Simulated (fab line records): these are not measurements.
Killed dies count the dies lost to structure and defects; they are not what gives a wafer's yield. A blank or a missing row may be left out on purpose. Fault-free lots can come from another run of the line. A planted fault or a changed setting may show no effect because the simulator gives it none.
Which tool was responsible? | flow n5Finfet | 32 wafers from 11 lots sampled at 4 of the route's 1938 steps

== WHAT EACH GAUGE READ, for each wafer ==
N5_BEOL_M14_RS_MEAS_54: uses a four-point probe to measure. Usual: M14_RS 0.0330 ohm/sq, standard deviation 0.00071.
lot  | measured     | on           | M14_RS (ohm/sq)      | flag
L147 | day 11 00:00 | filmMetro-01 | 0.0328 0.0323 0.0329 | 
L148 | day 11 12:59 | filmMetro-02 | 0.0333 0.0334 0.0326 | 
L149 | day 11 21:07 | filmMetro-02 | 0.0322 0.0325 0.0330 | 
L151 | day 12 06:22 | filmMetro-01 | 0.0320 0.0331 0.0325 | 
L152 | day 12 23:13 | filmMetro-01 | 0.0342 0.0339 0.0339 | 
L156 | day 13 11:07 | filmMetro-02 | 0.0340 0.0334 0.0327 | 
L159 | day 14 17:10 | filmMetro-01 | 0.0330 0.0323 0.0330 | 
L160 | day 15 09:20 | filmMetro-01 | 0.0332 0.0333 0.0328 | 
L163 | day 15 12:44 | filmMetro-01 | 0.0315 0.0340        | 
L168 | day 16 23:24 | filmMetro-01 | 0.0324 0.0323 0.0325 | 
L169 | day 16 23:37 | filmMetro-02 | 0.0335 0.0326 0.0344 | 

N5_BEOL_M15_OVL_MEAS_29. Usual: M15_OVL 4 nm, standard deviation 5.6.
lot  | measured     | on         | M15_OVL (nm) | flag
L147 | day 11 02:47 | overlay-01 | 5 3 5        | 
L148 | day 11 15:20 | overlay-01 | 8 -3 6       | 
L149 | day 11 23:17 | overlay-02 | 1 3 7        | 
L151 | day 12 08:32 | overlay-01 | -1 4 5       | 
L152 | day 13 01:27 | overlay-01 | 4 8 11       | 
L156 | day 13 13:41 | overlay-02 | 7 1 16       | 
L159 | day 14 19:35 | overlay-01 | 2 3 8        | 
L160 | day 15 11:27 | overlay-01 | 5 5 8        | 
L163 | day 15 15:14 | overlay-02 | 1 -1         | 
L168 | day 17 01:40 | overlay-02 | -1 5 0       | 
L169 | day 17 01:51 | overlay-02 | 8 15 15      | 

== TOOL THAT RAN EACH LOT (tool first, then ch and the chambers of the sampled wafers, then the start) ==
lot  | N5_BEOL_M15_STRIP_63                         | N5_BEOL_M15_COAT_56
L147 | rieDiel-04 ch 0,1,3, day 11 01:35 or earlier | lithoTrack-01 ch 0, day 11 01:35
L148 | rieDiel-01 ch 1,2,3, day 11 14:21 or earlier | lithoTrack-03 ch 0, day 11 14:21
L149 | rieDiel-04 ch 0,1,3, day 11 22:24 or earlier | lithoTrack-02 ch 0, day 11 22:24
L151 | rieDiel-01 ch 0,3, day 12 07:37 or earlier   | lithoTrack-01 ch 0, day 12 07:37
L152 | rieDiel-01 ch 0,1, day 13 00:29 or earlier   | lithoTrack-02 ch 0, day 13 00:29
L156 | rieDiel-05 ch 2,3, day 13 12:41 or earlier   | lithoTrack-01 ch 0, day 13 12:41
L159 | rieDiel-01 ch 0,3, day 14 18:31 or earlier   | lithoTrack-01 ch 0, day 14 18:31
L160 | rieDiel-01 ch 0,1,2, day 15 10:35 or earlier | lithoTrack-01 ch 0, day 15 10:35
L163 | rieDiel-04 ch 1,2, day 15 14:16 or earlier   | lithoTrack-03 ch 0, day 15 14:16
L168 | rieDiel-05 ch 0,2, day 17 00:49 or earlier   | lithoTrack-02 ch 0, day 17 00:49
L169 | rieDiel-01 ch 0,2,3, day 17 00:59 or earlier | lithoTrack-03 ch 0, day 17 00:59
- N5_BEOL_M15_STRIP_63: strips in O2.
- N5_BEOL_M15_COAT_56: time 60 s, resist thk 550 nm.

== WHAT THE TOOLS THEMSELVES READ (means of the sampled wafers that have a number; where no wafer has one, the mark that the record gives instead) ==
N5_BEOL_M15_STRIP_63. Usual: drypumpMotorCurrentA 5.7 A, standard deviation 0.42; oesProductAu 0.78 a.u., standard deviation 0.093; rfVppV 3.7 V, standard deviation 0.77; showerheadPlenumPTorr 2.09 Torr, standard deviation 0.069; throttleValvePct 16.62 %, standard deviation 0.24.
lot  | tool       | drypumpMotorCurrentA (A) | oesProductAu (a.u.) | rfVppV (V) | showerheadPlenumPTorr (Torr) | throttleValvePct (%) | flag
L147 | rieDiel-04 | 6.2                      | 0.79                | 3.7        | 2.11                         | 16.65                | 
L148 | rieDiel-01 | 5.5                      | 0.69                | 3.6        | 2.13                         | 16.83                | 
L149 | rieDiel-04 | 6.2                      | 0.78                | 3.6        | 2.10                         | 16.64                | 
L151 | rieDiel-01 | 5.3                      | 0.84                | 3.3        | 2.15                         | 16.45                | 
L152 | rieDiel-01 | 5.5                      | 0.77                | 3.1        | 2.10                         | 16.73                | 
L156 | rieDiel-05 | 5.6                      | 0.79                | 3.8        | 2.09                         | 16.43                | 
L159 | rieDiel-01 | 5.4                      | 0.75                | 4.6        | 2.14                         | 16.65                | 
L160 | rieDiel-01 | 5.5                      | 0.83                | 4.0        | 2.11                         | 16.60                | 
L163 | rieDiel-04 | 6.0                      | 0.70                | 3.2        | 2.08                         | 16.52                | 
L168 | rieDiel-05 | 5.7                      | 0.83                | 3.4        | 2.16                         | 16.42                | 
L169 | rieDiel-01 | 5.4                      | 0.90                | 3.9        | 2.13                         | 16.40                | 

N5_BEOL_M15_COAT_56. Usual: heaterPowerTotalW 500.3 W, standard deviation 1.7; plateTempC 249.98 C, standard deviation 0.15; spinSpeedRpm 1500.2 rpm, standard deviation 0.83.
lot  | tool          | heaterPowerTotalW (W) | plateTempC (C) | spinSpeedRpm (rpm) | flag
L147 | lithoTrack-01 | 500.6                 | 250.06         | 1500.2             | 
L148 | lithoTrack-03 | 500.7                 | 250.01         | 1501.2             | 
L149 | lithoTrack-02 | 500.6                 | 249.99         | 1499.7             | 
L151 | lithoTrack-01 | 499.1                 | 249.99         | 1499.7             | 
L152 | lithoTrack-02 | 499.0                 | 250.11         | 1500.8             | 
L156 | lithoTrack-01 | 499.6                 | 249.88         | 1500.6             | 
L159 | lithoTrack-01 | 477.6                 | 241.52         | 1500.0             | OFF
L160 | lithoTrack-01 | 479.0                 | 241.29         | 1500.8             | OFF
L163 | lithoTrack-03 | 498.7                 | 249.83         | 1500.7             | 
L168 | lithoTrack-02 | 499.9                 | 249.92         | 1500.4             | 
L169 | lithoTrack-03 | 501.4                 | 249.99         | 1500.2             | 

== THE ANSWER, worked out from the rows above alone ==
Rule: a lot is off if the mean of its wafers that have a number lies more than 3 standard deviations from the usual mean. A lot without any number at a reading at which 4 lots or more have one is off too. The other lots that the step has rows for count as sound. Order of review: gauges by route order, followed by the tools' own readings, for which a lot's mean as printed above is used. The first step at which some lot is off is used, and at that step the reading that is off furthest; a lot without a number counts as furthest.
Off: L159, L160, at N5_BEOL_M15_COAT_56 (plateTempC).
If a tool, at that step or one of the process steps before it, ran each lot that is off and ran no sound lot following the first of them, it fits. Because N5_BEOL_M15_STRIP_63 lacks a start for some lots, the hours and order of its lots are taken from N5_BEOL_M15_COAT_56. One fits: N5_BEOL_M15_COAT_56 on lithoTrack-01. Its last sound lot is L156 (day 13 12:41), its first lot that is off L159 (day 14 18:31): a fault that began between those two fits.
The tool's own readings at N5_BEOL_M15_COAT_56 bear it out: on the lots that are off they differ by more than 5 times the standard deviation of the sound lots' means. heaterPowerTotalW reads 478.3 W there against 500.0 W on the sound lots; plateTempC reads 241.41 C there against 249.98 C on the sound lots.

== WHAT HAD BEEN PUT IN BY THE SIMULATOR ==
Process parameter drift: lithoTrack-01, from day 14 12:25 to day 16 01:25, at N5_BEOL_M15_COAT_56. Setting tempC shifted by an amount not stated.
Shown lots that were struck: L159, L160. The same result came from the rule above.
